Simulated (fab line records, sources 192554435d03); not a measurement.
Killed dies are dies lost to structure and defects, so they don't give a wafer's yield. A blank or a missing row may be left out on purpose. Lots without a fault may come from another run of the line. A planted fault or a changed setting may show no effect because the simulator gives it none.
Chamber matching | flow n5_finfet | N5_FIN_CUT_STRIP_24 on rie_diel-01: 4 sister chambers
The step strips in CF4. 14 wafers are shown with their chamber, then 7 later ones without.

WAFERS WITH THEIR CHAMBER
wafer  | chamber | throttle_valve_pct (%) | showerhead_plenum_p_Torr (Torr) | oes_product_au (a.u.)
L074.4 | 2       | 13.93                  | 1.77                            | 0.72
L074.5 | 1       | 13.55                  | 1.81                            | 0.77
L074.6 | 2       | 13.94                  | 1.77                            | 0.71
L075.2 | 2       | 13.94                  | 1.77                            | 0.72
L075.4 | 1       | 13.54                  | 1.81                            | 0.77
L075.6 | 2       | 13.93                  | 1.77                            | 0.71
L082.1 | 1       | 13.58                  | 1.80                            | 0.76
L082.3 | 0       | 13.41                  | 1.82                            | 0.85
L082.5 | 2       | 13.96                  | 1.77                            | 0.71
L086.3 | 2       | 13.97                  | 1.76                            | 0.70
L086.4 | 1       | 13.60                  | 1.80                            | 0.75
L086.5 | 3       | 13.42                  | 1.73                            | 0.75
L089.2 | 0       | 13.42                  | 1.82                            | 0.83
L089.3 | 1       | 13.61                  | 1.80                            | 0.75

SIGNATURES (means of the wafers above)
reading                  | chamber 0 | chamber 1 | chamber 2 | chamber 3 | scatter within a chamber
throttle_valve_pct       | 13.4150   | 13.5760   | 13.9450   | 13.4200   | 0.0226
showerhead_plenum_p_Torr | 1.8200    | 1.8040    | 1.7683    | 1.7300    | 0.00451
oes_product_au           | 0.8400    | 0.7600    | 0.7117    | 0.7500    | 0.0094
Rule: a wafer's distance from a chamber is the root of the sum, over the readings, of the square of ((its reading less the chamber's mean) divided by the reading's scatter). The wafer belongs to the nearest chamber; if the next one is less than 2 further off, it can't be placed. The scatter: the root of (the sum of the squares of (reading less its chamber's mean) over the shown wafers, divided by (wafers less chambers)).

WAFERS WITHOUT THEIR CHAMBER
wafer  | throttle_valve_pct (%) | showerhead_plenum_p_Torr (Torr) | oes_product_au (a.u.)
L089.5 | 13.44                  | 1.82                            | 0.84
L094.1 | 13.62                  | 1.80                            | 0.74
L094.5 | 13.62                  | 1.80                            | 0.74
L094.6 | 13.43                  | 1.82                            | 0.83
L096.1 | 14.02                  | 1.76                            | 0.69
L096.2 | 13.46                  | 1.73                            | 0.73
L096.4 | 13.46                  | 1.82                            | 0.82

WHICH CHAMBER EACH WENT THROUGH
wafer  | from the rows above | in truth
L089.5 | 0                   | 0
L094.1 | 1                   | 1
L094.5 | 1                   | 1
L094.6 | 0                   | 0
L096.1 | 2                   | 2
L096.2 | 3                   | 3
L096.4 | 0                   | 0
Placed correctly: 7 of 7. Can't be placed from these rows: 0. Placed wrongly: 0.
